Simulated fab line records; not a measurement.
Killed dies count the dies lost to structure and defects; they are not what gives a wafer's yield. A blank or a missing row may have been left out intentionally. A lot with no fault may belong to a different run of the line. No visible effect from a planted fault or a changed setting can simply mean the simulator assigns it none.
fab line records	flow nandHarc
record lots=11	wafers=33	lastDay=25
route steps=1159 shown THIN_TSV@1127 END@1159
lots untouched by any fault: they come from a run of this same line in which no faults occurred
startH: hours from the record's first day to the start of the lot's first wafer shown	waitH: hours from the lot's prior step to this one	" repeats the value in the row above	L1.1+2: a single row standing in for several wafers	- value missing, or start not given	* or withheld: withheld	< > ~ a bound
route shown NAME@n: a module of which the file shows steps, and the number in the route of the first	usual: mean/standard deviation taken from wafers without a fault	same: alike in all rows	chamber/n: place in a boat	sites: readings site by site	_std_site: their standard deviation	_edge_site: inner sites' mean taken away from outer sites' mean	radiusMm: how far each site lies from the wafer's centre	mask NAME#n: copy n	behind: the most recent tool/chamber to have shaped the wafer	hold: what put the lot on hold/how long, in hours/how the hold closed	device: the n, p or np transistor that did not switch	end of line: the tests these same wafers got at the end of their route	step lacking rows: just its recipe	killed: at the first sort, the dies lost to defects and structure; wafer yield is something else	map: per-die view of a wafer (x killed, . not killed, _ where there is no die)
set.NAME: setting as actually run; set.NAME@STEP: the setting as run at that earlier step	model.NAME: the simulator's own value behind a step, which no gauge read
steps of the route over a sample of lots; a table a step, a row a wafer
services: the hour from which a tool's chamber was out of use, counted from the record's first day as startH (under 0 if before that day), plus the number of hours and why
## steps
# step NHARC_THIN_TSV_DEGAS_49
# recipe tempC=300	timeS=120
# usual heaterPowerW=470/37
lot.wafer	tool	chamber	startH	waitH	heaterPowerW
L631.3	pvdSputter-03	-	429.77	0.1	468
L631.1	"	-	"	"	546
L631.6	"	-	"	"	459
L630.4	pvdSputter-01	-	434.95	0.1	533
L630.1	"	-	"	"	418
L630.5	"	-	"	"	509
L633.2	pvdSputter-03	-	441.90	0.2	451
L633.4	"	-	"	"	438
L633.5	"	-	"	"	533
L634.4	pvdSputter-03	-	443.08	0.1	455
L634.3	"	-	"	"	536
L634.1	"	-	"	"	450
L637.4	pvdSputter-02	-	470.54	0.1	471
L637.1	"	-	"	"	467
L637.6	"	-	"	"	463
L642.1	pvdSputter-02	-	500.34	0.1	479
L642.4	"	-	"	"	455
L642.6	"	-	"	"	454
L644.3	pvdSputter-02	-	502.50	0.1	460
L644.1	"	-	"	"	444
L644.6	"	-	"	"	484
L646.1	pvdSputter-03	-	518.85	0.1	449
L646.3	"	-	"	"	478
L646.6	"	-	"	"	428
L645.3	pvdSputter-02	-	519.72	0.1	439
L645.6	"	-	"	"	426
L645.5	"	-	"	"	476
L650.1	pvdSputter-02	-	552.30	0.1	441
L650.3	"	-	"	"	464
L650.5	"	-	"	"	483
L653.3	pvdSputter-03	-	588.89	0.1	454
L653.2	"	-	"	"	511
L653.5	"	-	"	"	435
# step NHARC_THIN_TSV_DEGAS_53
# recipe tempC=300	timeS=60
# usual heaterPowerW=468/43
lot.wafer	tool	chamber	startH	waitH	heaterPowerW
L631.3	pvdSputter-02	-	431.77	0.1	449
L631.1	"	-	"	"	482
L631.6	"	-	"	"	470
L630.4	pvdSputter-02	-	436.93	0.1	465
L630.1	"	-	"	"	476
L630.5	"	-	"	"	430
L633.2	pvdSputter-02	-	443.87	0.1	437
L633.4	"	-	"	"	471
L633.5	"	-	"	"	429
L634.3	pvdSputter-03	-	445.10	0.1	434
L634.4	"	-	"	"	458
L634.1	"	-	"	"	534
L637.4	pvdSputter-01	-	472.55	0.1	446
L637.1	"	-	"	"	514
L637.6	"	-	"	"	421
L642.4	pvdSputter-01	-	502.41	0.1	450
L642.1	"	-	"	"	542
L642.6	"	-	"	"	401
L644.1	pvdSputter-02	-	504.50	0.1	470
L644.3	"	-	"	"	456
L644.6	"	-	"	"	477
L646.1	pvdSputter-02	-	520.86	0.1	476
L646.3	"	-	"	"	439
L646.6	"	-	"	"	458
L645.3	pvdSputter-02	-	521.80	0.1	443
L645.6	"	-	"	"	479
L645.5	"	-	"	"	448
L650.3	pvdSputter-02	-	554.29	0.1	442
L650.1	"	-	"	"	445
L650.5	"	-	"	"	440
L653.2	pvdSputter-03	-	590.89	0.1	484
L653.3	"	-	"	"	418
L653.5	"	-	"	"	468
# step NHARC_THIN_TSV_PVD_24
# recipe targetThkA=8000	powerW=withheld	chamberPressurePa=withheld	substrateTempC=withheld	timeS=withheld	gas=Ar	material=Al
lot.wafer	tool	chamber	startH	waitH
L631.1+3+6	pvdSputter-02	-	432.05	0.1
L630.4+1+5	pvdSputter-02	-	437.42	0.3
L633.4+2+5	pvdSputter-02	-	444.21	0.1
L634.4+3+1	pvdSputter-03	-	445.38	0.1
L637.1+4+6	pvdSputter-01	-	472.84	0.1
L642.1+4+6	pvdSputter-01	-	502.70	0.1
L644.3+1+6	pvdSputter-02	-	504.91	0.2
L646.1+3+6	pvdSputter-02	-	521.16	0.1
L645.3+6+5	pvdSputter-02	-	522.33	0.3
L650.3+1+5	pvdSputter-02	-	554.64	0.2
L653.3+2+5	pvdSputter-03	-	591.19	0.1
# step NHARC_THIN_TSV_ETCH_59
# recipe targetDepthA=8800	icpW=900	biasW=100	Cl2_flow_sccm=60	bcl3FlowSccm=30	timeS=138.1	chemistry=Cl2/BCl3
# usual bcl3FlowSccm=30.02/0.087	drypumpMotorCurrentA=5.7/0.36	mfcCl2Sccm=59.98/0.17	oesProductAu=1.001/0.0077	rfFwdPowerW=895.6/2.9	throttleValvePct=22.264/0.0088
lot.wafer	tool	chamber	startH	waitH	bcl3FlowSccm	drypumpMotorCurrentA	mfcCl2Sccm	oesProductAu	rfFwdPowerW	rfHoursCounterH	throttleValvePct
L631.1	rieMetal-02	0	433.06	0.1	30.06	5.3	59.84	1.012	893.9	1.1	22.261
L631.3	"	0	"	"	30.11	5.3	59.96	1.001	894.8	-	22.271
L631.6	"	0	"	"	30.07	5.3	59.75	1.010	891.4	-	22.268
L630.1	rieMetal-03	1	438.37	0.1	29.95	6.3	59.89	1.007	894.8	4.7	22.266
L630.4	"	0	"	"	30.05	6.1	59.99	1.006	897.5	-	22.278
L630.5	"	1	"	"	29.93	6.2	60.14	0.995	899.3	-	22.264
L633.2	rieMetal-02	0	445.20	0.1	30.02	5.3	60.04	1.011	890.1	1.4	22.260
L633.4	"	0	"	"	29.93	5.3	60.08	1.004	891.1	-	22.272
L633.5	"	0	"	"	29.98	5.3	59.67	1.007	887.1	-	22.276
L634.1	rieMetal-03	0	446.39	0.1	29.92	6.0	60.01	1.005	900.5	5.1	22.280
L634.3	"	0	"	"	30.00	6.0	59.75	1.005	897.4	-	22.271
L634.4	"	1	"	"	29.94	6.3	59.94	0.992	895.5	-	22.260
L637.1	rieMetal-03	1	473.97	0.1	29.89	6.3	59.76	0.992	898.1	0.5	22.274
L637.4	"	1	"	"	29.94	6.3	59.75	0.992	897.9	-	22.273
L637.6	"	1	"	"	29.95	6.3	59.95	0.996	895.1	-	22.270
L642.1	rieMetal-02	0	503.74	0.1	30.04	5.3	60.07	0.992	894.5	3.0	22.256
L642.4	"	0	"	"	29.95	5.3	59.57	1.001	892.0	-	22.248
L642.6	"	1	"	"	29.91	5.6	60.19	1.004	893.1	-	22.263
L644.1	rieMetal-02	1	505.97	0.1	29.97	5.6	59.79	1.013	898.0	3.0	22.255
L644.3	"	1	"	"	29.93	5.6	59.97	1.010	894.8	-	22.293
L644.6	"	0	"	"	29.97	5.3	59.80	0.999	888.1	-	22.264
L646.1	rieMetal-01	0	522.16	0.1	30.00	5.8	60.09	0.993	898.3	0.0	22.265
L646.3	"	0	"	"	30.05	5.8	59.71	0.987	896.1	-	22.257
L646.6	"	0	"	"	30.19	5.8	59.65	0.996	892.4	-	22.259
L645.3	rieMetal-03	1	523.29	0.2	30.06	6.3	59.85	0.999	894.6	-	22.255
L645.6	"	0	"	"	30.12	6.1	59.85	1.015	894.3	-	22.264
L645.5	"	1	"	"	30.02	6.3	59.99	0.999	895.4	-	22.266
L650.1	rieMetal-01	1	555.65	0.1	29.98	5.4	59.78	1.007	897.1	0.8	22.257
L650.3	"	0	"	"	29.87	5.8	60.12	0.989	895.8	-	22.281
L650.5	"	1	"	"	30.00	5.4	59.78	1.002	898.3	-	22.259
L653.2	rieMetal-02	0	592.38	0.2	30.09	5.3	60.01	1.010	892.0	0.5	22.263
L653.3	"	0	"	"	30.02	5.3	60.32	1.007	896.4	-	22.246
L653.5	"	1	"	"	30.06	5.6	59.85	1.006	894.2	-	22.256
# step NHARC_THIN_TSV_INSPECT_40
# usual rawDefectCount=473/75
lot.wafer	tool	chamber	startH	waitH	rawDefectCount
L631.1	defectInspect-02	-	441.53	0.4	427
L631.3	"	-	"	"	358
L631.6	"	-	"	"	425
L630.1	defectInspect-01	-	441.53	0.4	527
L630.4	"	-	"	"	487
L630.5	"	-	"	"	500
L633.2	defectInspect-01	-	451.57	0.4	507
L633.4	"	-	"	"	442
L633.5	"	-	"	"	421
L634.1	defectInspect-02	-	451.57	0.4	417
L634.3	"	-	"	"	502
L634.4	"	-	"	"	458
L637.1	defectInspect-02	-	478.30	0.4	1231
L637.4	"	-	"	"	1057
L637.6	"	-	"	"	1118
L642.1	defectInspect-02	-	510.99	0.4	1314
L642.4	"	-	"	"	1205
L642.6	"	-	"	"	1291
L644.1	defectInspect-02	-	511.02	0.4	584
L644.3	"	-	"	"	568
L644.6	"	-	"	"	510
L646.1	defectInspect-01	-	527.79	0.4	358
L646.3	"	-	"	"	419
L646.6	"	-	"	"	367
L645.3	defectInspect-02	-	527.80	0.4	451
L645.5	"	-	"	"	485
L645.6	"	-	"	"	376
L650.1	defectInspect-01	-	561.23	0.4	329
L650.3	"	-	"	"	453
L650.5	"	-	"	"	559
L653.2	defectInspect-02	-	596.62	0.4	415
L653.3	"	-	"	"	427
L653.5	"	-	"	"	493
# step NHARC_END_SORT_01
# recipe tempC=25
# usual defectLimitedYield=95.6/1.4	killedAtArray=26/9	killedAtOther=0.8/1.2	killedAtPeriphery=3.2/2.3	killedDies=30/9.1	killedOpen=3.5/2	killedShort=1.8/1.4	sort_bin_2_pct=1.4/0.59	sort_bin_3_pct=0.25/0.22	sort_bin_4_pct=2.8/0.91	sortNPass=647/9.1	sortRimYieldPct=95.4/3	sortYieldPct=95.6/1.4
# same grossDies=677	sort_bin_5_pct[%]=0	sort_bin_6_pct[%]=0	sort_bin_7_pct[%]=0	sort_bin_8_pct[%]=0	sortRimNGross=106.00
lot.wafer	tool	chamber	startH	waitH	defectLimitedYield[%]	killedAtArray	killedAtOther	killedAtPeriphery	killedDies	killedOpen	killedShort	sort_bin_2_pct[%]	sort_bin_3_pct[%]	sort_bin_4_pct[%]	sortNPass	sortRimYieldPct[%]	sortYieldPct[%]
L637.1	prober-01	0	481.35	2.5	82.6	18	93	7	118	5	4	8.3	4.14	5.0	559	98.1	82.6
L637.4	prober-01	0	483.75	3.4	86.9	34	51	4	89	2	3	6.2	2.22	4.7	588	84.9	86.9
L637.6	prober-01	0	485.35	4.0	82.7	18	96	3	117	3	0	7.2	4.14	5.9	560	99.1	82.7
L642.1	prober-02	0	514.07	2.5	82.9	21	91	4	116	3	3	6.4	3.99	6.8	561	93.4	82.9
L642.4	prober-02	0	516.50	3.4	82.1	21	98	2	121	2	0	6.6	4.58	6.6	556	92.5	82.1
L642.6	prober-02	0	518.12	4.0	83.8	20	87	3	110	3	2	6.2	4.58	5.5	567	92.5	83.8
L646.1	prober-01	0	530.86	2.5	95.9	26	0	2	28	3	1	1.2	0.15	2.8	649	94.3	95.9
L646.3	prober-01	0	532.48	3.1	95.7	23	3	3	29	2	4	1.8	0.44	2.1	648	96.2	95.7
L646.6	prober-01	0	534.90	4.0	96.2	21	2	3	26	3	2	1.0	0.15	2.7	651	93.4	96.2
L645.3	prober-02	0	532.45	3.1	97.5	15	0	2	17	7	2	0.4	0	2.1	660	98.1	97.5
L645.5	prober-02	0	534.07	3.7	97.8	9	0	6	15	1	2	1.0	0.15	1.0	662	99.1	97.8
L645.6	prober-02	0	534.88	4.1	97.6	13	1	2	16	2	3	0.4	0.30	1.6	661	97.2	97.6
L650.1	prober-01	0	564.24	2.5	97.0	17	0	3	20	1	0	1.0	0.15	1.8	657	95.3	97.0
L650.3	prober-01	0	565.86	3.1	97.0	18	0	2	20	2	2	1.2	0	1.8	657	97.2	97.0
L650.5	prober-01	0	567.48	3.7	96.8	18	0	4	22	4	4	0.9	0	2.4	655	95.3	96.8
# killed by level:class
L637.1 THIN_TSV:unspecified=91 A_CHANNEL_HOLE_D1:chamberFilmFlake=7 A_STAIRCASE:chamberFilmFlake=4 A_CONTACT:chamberFilmFlake=3 P_M0:geometricParticle:open=2 THIN_TSV:chamberFilmFlake=2 P_GATE:geometricParticle:short=1 P_GATE:geometricParticle:open=1
L637.4 THIN_TSV:unspecified=46 A_CHANNEL_HOLE_D1:chamberFilmFlake=23 THIN_TSV:chamberFilmFlake=5 A_WL_FILL:geometricParticle:short=3 A_STAIRCASE:chamberFilmFlake=3 A_CONTACT:chamberFilmFlake=3 P_ZERO_WELL:chamberFilmFlake=2 A_CHANNEL_FILL_D1:chamberFilmFlake=2
L637.6 THIN_TSV:unspecified=94 A_CHANNEL_HOLE_D1:chamberFilmFlake=11 A_CONTACT:chamberFilmFlake=3 A_STAIRCASE:chamberFilmFlake=2 THIN_TSV:chamberFilmFlake=2 P_GATE:geometricParticle:open=1 P_CONTACT:geometricParticle:open=1 A_M0:geometricParticle:open=1
L642.1 THIN_TSV:unspecified=90 A_SLIT:chamberFilmFlake=9 A_CHANNEL_HOLE_D1:chamberFilmFlake=4 A_CONTACT:chamberFilmFlake=3 P_M1:chamberFilmFlake=2 P_M0:geometricParticle:short=1 A_CHANNEL_FILL_D1:geometricParticle:short=1 A_WL_FILL:geometricParticle:short=1
L642.4 THIN_TSV:unspecified=98 A_SLIT:chamberFilmFlake=13 A_CHANNEL_HOLE_D1:chamberFilmFlake=3 A_STAIRCASE:chamberFilmFlake=2 P_M1:geometricParticle:open=1 A_CHANNEL_HOLE_D1:geometricParticle:open=1 P_ZERO_WELL:chamberFilmFlake=1 A_WL_FILL:chamberFilmFlake=1
L642.6 THIN_TSV:unspecified=87 A_SLIT:chamberFilmFlake=8 A_CHANNEL_HOLE_D1:chamberFilmFlake=4 A_CONTACT:chamberFilmFlake=4 P_CONTACT:geometricParticle:open=1 P_M2:geometricParticle:short=1 A_ONON_D1:geometricParticle:short=1 A_CHANNEL_FILL_D1:geometricParticle:open=1
L646.1 A_SLIT:chamberFilmFlake=11 A_CHANNEL_HOLE_D1:chamberFilmFlake=7 A_M0:geometricParticle:open=2 A_STAIRCASE:chamberFilmFlake=2 P_M0:geometricParticle:short=1 A_CONTACT:geometricParticle:open=1 P_ZERO_WELL:chamberFilmFlake=1 A_ZERO_WELL:chamberFilmFlake=1
L645.3 A_STAIRCASE:chamberFilmFlake=3 A_ZERO_WELL:chamberFilmFlake=2 A_CONTACT:chamberFilmFlake=2 P_GATE:geometricParticle:open=1 P_M0:geometricParticle:open=1 A_CHANNEL_HOLE_D1:geometricParticle:open=1 A_CHANNEL_FILL_D1:geometricParticle:short=1 A_CHANNEL_FILL_D1:geometricParticle:open=1
L646.3 A_SLIT:chamberFilmFlake=7 A_CHANNEL_HOLE_D1:chamberFilmFlake=5 A_STAIRCASE:chamberFilmFlake=4 THIN_TSV:chamberFilmFlake=3 P_CONTACT:geometricParticle:open=2 A_CHANNEL_FILL_D1:geometricParticle:short=2 A_CONTACT:chamberFilmFlake=2 A_SGD_CUT:geometricParticle:short=1
L645.5 A_CHANNEL_HOLE_D1:chamberFilmFlake=3 P_GATE:chamberFilmFlake=2 A_CONTACT:chamberFilmFlake=2 P_M0:geometricParticle:open=1 P_M0:geometricParticle:short=1 A_M0:geometricParticle:short=1 P_ZERO_WELL:chamberFilmFlake=1 P_M0:chamberFilmFlake=1
L645.6 A_STAIRCASE:chamberFilmFlake=3 A_CHANNEL_HOLE_D1:chamberFilmFlake=2 A_CONTACT:chamberFilmFlake=2 A_CHANNEL_FILL_D1:geometricParticle:short=1 A_SGD_CUT:geometricParticle:short=1 A_WL_FILL:geometricParticle:open=1 A_M0:geometricParticle:open=1 P_GATE:chamberFilmFlake=1
L646.6 A_SLIT:chamberFilmFlake=11 A_CONTACT:chamberFilmFlake=3 P_CONTACT:geometricParticle:open=2 A_CHANNEL_HOLE_D1:chamberFilmFlake=2 A_STAIRCASE:chamberFilmFlake=2 THIN_TSV:chamberFilmFlake=2 P_CONTACT:geometricParticle:short=1 A_ONON_D1:geometricParticle:open=1
L650.1 A_CHANNEL_HOLE_D1:chamberFilmFlake=8 P_GATE:chamberFilmFlake=3 A_STAIRCASE:chamberFilmFlake=3 A_CONTACT:chamberFilmFlake=2 A_SGD_CUT:geometricParticle:open=1 A_SLIT:chamberFilmFlake=1 A_BLC:chamberFilmFlake=1 A_BONDPAD:chamberFilmFlake=1
L650.3 A_CONTACT:chamberFilmFlake=5 A_CHANNEL_HOLE_D1:chamberFilmFlake=4 A_SLIT:chamberFilmFlake=3 A_STAIRCASE:chamberFilmFlake=2 P_M1:geometricParticle:open=1 A_CONTACT:geometricParticle:short=1 A_CONTACT:geometricParticle:open=1 A_M1:geometricParticle:short=1
L650.5 A_CHANNEL_HOLE_D1:chamberFilmFlake=5 A_CONTACT:chamberFilmFlake=4 P_GATE:chamberFilmFlake=2 P_CONTACT:geometricParticle:open=1 A_ONON_D1:geometricParticle:open=1 A_ONON_D1:geometricParticle:short=1 A_CHANNEL_FILL_D1:geometricParticle:short=1 A_WL_FILL:geometricParticle:open=1
## services
tool	chamber	startH	hours	kind
pvdSputter-03	-	425.63	1.6	repair
pvdSputter-01	-	435.59	5.0	repair
rieMetal-03	-	453.00	9.0	pm
rieMetal-03	0	453.00	9.0	ventCycle
rieMetal-03	1	453.00	9.0	ventCycle
rieMetal-02	1	457.24	5.4	repair
rieMetal-03	0	462.00	-	clean
rieMetal-03	1	462.00	-	clean
pvdSputter-03	-	463.02	10.0	pm
rieMetal-01	1	465.44	3.0	repair
rieMetal-01	-	483.21	0.3	repair
rieMetal-01	-	509.00	9.0	pm
rieMetal-01	0	509.00	9.0	ventCycle
rieMetal-01	1	509.00	9.0	ventCycle
pvdSputter-01	-	516.94	10.0	pm
rieMetal-01	0	518.00	-	clean
pvdSputter-03	-	532.74	2.1	repair
rieMetal-02	-	565.00	9.0	pm
rieMetal-02	0	565.00	9.0	ventCycle
rieMetal-02	1	565.00	9.0	ventCycle
pvdSputter-02	-	570.00	10.0	pm
rieMetal-02	0	574.00	-	clean
rieMetal-02	1	574.00	-	clean
pvdSputter-02	-	591.17	2.7	repair
## key
firstSign step=NHARC_THIN_TSV_INSPECT_40	reading=rawDefectCount	direction=up	sigmas=9.7	usual=473	struck=1203
effect step=NHARC_END_SORT_01	reading=killedAtOther	direction=up	sigmas=73	usual=0.8	struck=86
moreKillsBornAt NHARC_THIN_TSV_PVD_24@pvdSputter-01=506
metAt NHARC_THIN_TSV_PVD_24
struckLots L637,L642
notActingAt NHARC_THIN_TSV_DEGAS_49,NHARC_THIN_TSV_DEGAS_53,NHARC_THIN_TSV_ETCH_59
fault kind=chamberParticleSource	tool=pvdSputter-01	chamber=-	onsetH=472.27	steps=NHARC_THIN_TSV_PVD_24	ratePerVisitCm2=1.051	endH=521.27
